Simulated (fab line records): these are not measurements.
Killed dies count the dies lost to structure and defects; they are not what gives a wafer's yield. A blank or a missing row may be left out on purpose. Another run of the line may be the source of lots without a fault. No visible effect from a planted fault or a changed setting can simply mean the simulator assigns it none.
Matching of chambers | flow n5 finfet | rie diel-02 running N5_BEOL_M5_ETCH_67: 4 sister chambers
The step etches SiARC in CF4, target depth 15.6 nm, time 26 s. 27 wafers are shown with their chamber, then 12 later ones without.

## WAFERS, EACH WITH ITS CHAMBER
wafer  | chamber | showerhead plenum p Torr (Torr) | throttle valve pct (%) | oes product au (a.u.)
L074.1 | 3       | 2.29                            | 15.67                  | 0.80
L074.2 | 0       | 2.10                            | 15.29                  | 0.72
L074.3 | 2       | 2.13                            | 15.99                  | 0.62
L074.4 | 1       | 2.21                            | 15.81                  | 0.60
L074.5 | 0       | 2.10                            | 15.29                  | 0.72
L074.6 | 3       | 2.29                            | 15.68                  | 0.79
L076.1 | 3       | 2.29                            | 15.69                  | 0.80
L076.4 | 1       | 2.21                            | 15.82                  | 0.61
L076.5 | 0       | 2.10                            | 15.29                  | 0.72
L081.2 | 0       | 2.10                            | 15.30                  | 0.71
L081.3 | 3       | 2.28                            | 15.71                  | 0.78
L081.5 | 2       | 2.13                            | 16.02                  | 0.61
L080.1 | 0       | 2.10                            | 15.33                  | 0.71
L080.2 | 3       | 2.28                            | 15.72                  | 0.78
L080.6 | 0       | 2.10                            | 15.34                  | 0.71
L084.1 | 3       | 2.28                            | 15.71                  | 0.78
L084.4 | 0       | 2.10                            | 15.33                  | 0.71
L084.6 | 3       | 2.28                            | 15.71                  | 0.78
L085.2 | 0       | 2.10                            | 15.33                  | 0.70
L085.3 | 2       | 2.13                            | 16.01                  | 0.60
L085.6 | 1       | 2.20                            | 15.84                  | 0.59
L087.1 | 1       | 2.20                            | 15.86                  | 0.60
L087.2 | 3       | 2.28                            | 15.73                  | 0.78
L087.3 | 0       | 2.09                            | 15.34                  | 0.70
L087.4 | 2       | 2.13                            | 16.04                  | 0.61
L087.5 | 2       | 2.13                            | 16.03                  | 0.61
L087.6 | 3       | 2.28                            | 15.74                  | 0.77

SIGNATURES, as means of the wafers listed above
reading                  | chamber 0 | chamber 1 | chamber 2 | chamber 3 | scatter within a chamber
showerhead plenum p Torr | 2.0989    | 2.2050    | 2.1300    | 2.2833    | 0.00411
throttle valve pct       | 15.3156   | 15.8325   | 16.0180   | 15.7067   | 0.022
oes product au           | 0.7111    | 0.6000    | 0.6100    | 0.7844    | 0.00863
Rule: for each reading, subtract the chamber's mean from the wafer's reading, divide by that reading's scatter and square the result; add these up over the readings and take the root, which gives the wafer's distance from the chamber. The wafer belongs to the nearest chamber; if the next one is less than 2 further off, it can't be placed. The scatter: the root of (the sum of the squares of (reading less its chamber's mean) over the shown wafers, divided by (wafers less chambers)).

## WAFERS WHOSE CHAMBER IS MISSING
wafer  | showerhead plenum p Torr (Torr) | throttle valve pct (%) | oes product au (a.u.)
L091.3 | 2.09                            | 15.35                  | 0.70
L091.4 | 2.20                            | 15.86                  | 0.59
L091.6 | 2.13                            | 16.04                  | 0.60
L093.1 | 2.27                            | 15.76                  | 0.76
L093.2 | 2.09                            | 15.36                  | 0.70
L093.4 | 2.20                            | 15.86                  | 0.59
L094.1 | 2.12                            | 16.09                  | 0.59
L094.2 | 2.09                            | 15.38                  | 0.68
L094.3 | 2.20                            | 15.89                  | 0.58
L097.1 | 2.27                            | 15.78                  | 0.73
L097.5 | 2.09                            | 15.40                  | 0.68
L097.6 | 2.27                            | 15.76                  | 0.73

## WHICH CHAMBER EACH WENT THROUGH
wafer  | from the rows above | in truth
L091.3 | 0                   | 0
L091.4 | 1                   | 1
L091.6 | 2                   | 2
L093.1 | 3                   | 3
L093.2 | 0                   | 0
L093.4 | 1                   | 1
L094.1 | 2                   | 2
L094.2 | 0                   | 0
L094.3 | 1                   | 1
L097.1 | 3                   | 3
L097.5 | 0                   | 0
L097.6 | 3                   | 3
Correct placement for 12 of the 12. From these rows, 0 cannot be placed. Placed wrongly: 0.
